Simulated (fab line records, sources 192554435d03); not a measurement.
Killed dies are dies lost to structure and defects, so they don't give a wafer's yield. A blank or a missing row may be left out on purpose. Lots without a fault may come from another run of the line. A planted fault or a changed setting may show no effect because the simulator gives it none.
Chamber matching | flow n5_finfet | N5_BEOL_M5_ETCH_62 on rie_diel-06: 4 sister chambers
The step etches SOC in N2/H2, target depth 75 nm, overetch 15 nm, time 112.5 s. 8 wafers are shown with their chamber, then 12 later ones without.

WAFERS WITH THEIR CHAMBER
wafer  | chamber | showerhead_plenum_p_Torr (Torr) | oes_product_au (a.u.)
L079.1 | 3       | 2.54                            | 0.61
L079.5 | 2       | 2.62                            | 0.54
L079.6 | 3       | 2.54                            | 0.60
L084.3 | 2       | 2.61                            | 0.54
L084.6 | 0       | 2.54                            | 0.59
L087.1 | 0       | 2.54                            | 0.59
L087.3 | 1       | 2.60                            | 0.67
L087.6 | 1       | 2.60                            | 0.68

WAFERS WITHOUT THEIR CHAMBER
wafer  | showerhead_plenum_p_Torr (Torr) | oes_product_au (a.u.)
L085.4 | 2.54                            | 0.60
L085.5 | 2.61                            | 0.55
L085.6 | 2.60                            | 0.68
L089.1 | 2.53                            | 0.59
L089.4 | 2.60                            | 0.66
L089.6 | 2.61                            | 0.54
L093.2 | 2.61                            | 0.78
L093.4 | 2.61                            | 0.79
L093.5 | 2.53                            | 0.59
L097.3 | 2.61                            | 0.76
L097.4 | 2.52                            | 0.57
L097.5 | 2.59                            | 0.65

WHICH CHAMBER EACH WENT THROUGH
wafer  | from the rows above     | in truth
L085.4 | can't be placed: 3 or 0 | 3
L085.5 | 2                       | 2
L085.6 | 1                       | 1
L089.1 | can't be placed: 0 or 3 | 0
L089.4 | 1                       | 1
L089.6 | 2                       | 2
L093.2 | 1                       | 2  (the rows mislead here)
L093.4 | 1                       | 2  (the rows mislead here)
L093.5 | can't be placed: 0 or 3 | 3
L097.3 | 1                       | 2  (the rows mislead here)
L097.4 | 0                       | 0
L097.5 | 1                       | 1
Placed correctly: 6 of 12. Can't be placed from these rows: 3 (the true chamber is among the candidates in 3). Placed wrongly: 3.
How it was worked out, from the rows above alone: a wafer's distance from a chamber is the root of the sum, over the readings, of the square of ((its reading less the chamber's mean) divided by the reading's scatter). The wafer belongs to the nearest chamber; if the next one is less than 2 further off, it can't be placed. A chamber's mean is the mean of its shown wafers. The scatter: the root of (the sum of the squares of (reading less its chamber's mean) over the shown wafers, divided by (wafers less chambers)).
